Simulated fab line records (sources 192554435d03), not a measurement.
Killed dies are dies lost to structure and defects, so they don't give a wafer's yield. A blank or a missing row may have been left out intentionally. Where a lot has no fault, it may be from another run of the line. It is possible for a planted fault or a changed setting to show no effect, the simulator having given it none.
Chamber matching    flow n5-finfet    N5_BEOL_M1_ILD_DEP_00 on pecvd-02: 3 sister chambers
The step deposits SiOC from DEMS/O2, target thk 79 nm, time 15.3 s. 24 wafers are shown with their chamber, then 12 later ones without.

## WAFERS PAIRED WITH THEIR CHAMBERS
wafer   chamber  showerhead-plenum-p-Torr (Torr)  throttle-valve-pct (%)  heater-power-w (W)
L074.1  0        5.677                            12.6                    407
L074.2  2        5.709                            11.7                    447
L074.6  0        5.686                            12.6                    410
L076.1  1        5.685                            12.4                    326
L076.3  0        5.680                            12.5                    435
L076.4  0        5.695                            12.6                    425
L077.2  0        5.675                            12.4                    374
L077.3  1        5.698                            12.5                    348
L077.6  2        5.713                            12.0                    426
L083.4  2        5.722                            11.6                    441
L083.5  0        5.680                            12.3                    387
L083.6  1        5.686                            12.4                    419
L087.1  0        5.678                            12.6                    409
L087.3  2        5.715                            12.2                    445
L087.6  0        5.682                            12.6                    418
L089.3  2        5.723                            11.9                    484
L089.4  2        5.715                            12.3                    489
L089.5  0        5.681                            12.6                    404
L092.2  0        5.665                            12.3                    432
L092.3  2        5.710                            12.0                    469
L092.4  2        5.720                            11.9                    468
L093.1  2        5.699                            12.0                    487
L093.2  0        5.676                            12.4                    438
L093.3  1        5.690                            12.5                    370

SIGNATURES (averages over the wafers above)
reading                   chamber 0  chamber 1  chamber 2  scatter within a chamber
showerhead-plenum-p-Torr  5.67955    5.68975    5.71400    0.00723
throttle-valve-pct        12.500     12.450     11.956     0.162
heater-power-w            412.64     365.75     461.78     24.8
Rule: a wafer's distance from a chamber is the root of the sum, over the readings, of the square of ((its reading less the chamber's mean) divided by the reading's scatter). If the next closest chamber is less than 2 further off than the closest, the wafer can't be placed; otherwise it belongs to the closest. How the scatter is found: for the shown wafers, subtract from each reading the mean of its chamber, square and add these, divide the total by (wafers less chambers), then take the root.

## WAFERS WITHOUT THEIR CHAMBER
wafer   showerhead-plenum-p-Torr (Torr)  throttle-valve-pct (%)  heater-power-w (W)
L093.4  5.686                            12.4                    381
L093.5  5.708                            12.0                    471
L093.6  5.676                            12.4                    442
L094.2  5.732                            11.9                    482
L094.3  5.686                            12.6                    451
L094.5  5.677                            12.2                    441
L095.4  5.711                            12.0                    477
L095.5  5.681                            12.7                    446
L095.6  5.684                            12.6                    394
L096.2  5.703                            11.9                    513
L096.3  5.694                            12.7                    394
L096.6  5.694                            12.7                    407

## CHAMBER TAKEN BY EACH
wafer   from the rows above      in truth
L093.4  can't be placed: 1 or 0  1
L093.5  2                        2
L093.6  0                        0
L094.2  2                        2
L094.3  can't be placed: 0 or 1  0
L094.5  can't be placed: 0 or 1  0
L095.4  2                        2
L095.5  can't be placed: 0 or 1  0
L095.6  can't be placed: 0 or 1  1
L096.2  2                        2
L096.3  can't be placed: 1 or 0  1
L096.6  can't be placed: 1 or 0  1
Placed correctly: 5 of 12. Unplaceable from these rows: 7, with the true chamber sitting among the candidates in 7. 0 placed wrongly.
